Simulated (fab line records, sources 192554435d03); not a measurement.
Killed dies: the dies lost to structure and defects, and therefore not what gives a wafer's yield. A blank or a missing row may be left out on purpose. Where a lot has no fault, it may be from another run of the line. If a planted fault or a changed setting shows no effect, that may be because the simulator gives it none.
Matching of chambers    flow n5-finfet    4 sister chambers for N5_BEOL_M7_DESCUM_16 on rie-diel-05
The step chemistry O2, time 7.9 s. 20 wafers are shown with their chamber, then 10 later ones without.

WAFERS PAIRED WITH THEIR CHAMBERS
wafer   chamber  showerhead-plenum-p-Torr (Torr)  throttle-valve-pct (%)  drypump-motor-current-A (A)
L079.1  0        2.15                             20.71                   5.0
L079.4  0        2.15                             20.72                   5.0
L079.6  3        1.99                             20.38                   5.3
L080.2  2        2.01                             20.74                   5.6
L080.3  3        1.99                             20.37                   5.3
L080.4  0        2.15                             20.70                   4.9
L082.3  3        1.99                             20.38                   5.4
L082.4  0        2.15                             20.70                   4.9
L082.6  2        2.01                             20.74                   5.6
L085.2  1        2.09                             20.47                   6.1
L085.4  0        2.14                             20.74                   5.0
L085.6  1        2.09                             20.46                   6.2
L090.1  3        1.99                             20.38                   5.3
L090.5  0        2.14                             20.74                   4.9
L090.6  3        1.99                             20.37                   5.4
L088.1  1        2.09                             20.48                   6.2
L088.4  3        1.99                             20.40                   5.4
L088.5  1        2.09                             20.47                   6.2
L091.1  1        2.09                             20.49                   6.2
L091.2  3        1.98                             20.40                   5.4

SIGNATURES (means of the wafers above)
reading                   chamber 0  chamber 1  chamber 2  chamber 3  scatter within a chamber
showerhead-plenum-p-Torr  2.1467     2.0900     2.0100     1.9886     0.0037
throttle-valve-pct        20.7183    20.4740    20.7400    20.3829    0.014
drypump-motor-current-A   4.950      6.180      5.600      5.357      0.0501
Rule: a wafer's distance from a chamber is the root of the sum, over the readings, of the square of ((its reading less the chamber's mean) divided by the reading's scatter). If the next closest chamber is less than 2 further off than the closest, the wafer can't be placed; otherwise it belongs to the closest. How the scatter is found: for the shown wafers, subtract from each reading the mean of its chamber, square and add these, divide the total by (wafers less chambers), then take the root.

WAFERS MISSING THEIR CHAMBER
wafer   showerhead-plenum-p-Torr (Torr)  throttle-valve-pct (%)  drypump-motor-current-A (A)
L091.4  2.00                             20.78                   5.7
L076.2  1.98                             20.40                   5.4
L076.3  2.00                             20.77                   5.7
L076.5  2.14                             20.75                   5.0
L094.4  1.98                             20.41                   5.4
L094.5  2.14                             20.77                   4.9
L094.6  1.98                             20.42                   5.4
L095.1  2.00                             20.79                   5.7
L095.3  2.08                             20.50                   6.2
L095.6  1.98                             20.40                   5.3

CHAMBER TAKEN BY EACH
wafer   from the rows above  in truth
L091.4  2                    2
L076.2  3                    3
L076.3  2                    2
L076.5  0                    0
L094.4  3                    3
L094.5  0                    0
L094.6  3                    3
L095.1  2                    2
L095.3  1                    1
L095.6  3                    3
Placed correctly: 10 of 10. Left unplaced by these rows: 0. Wrongly placed: 0.
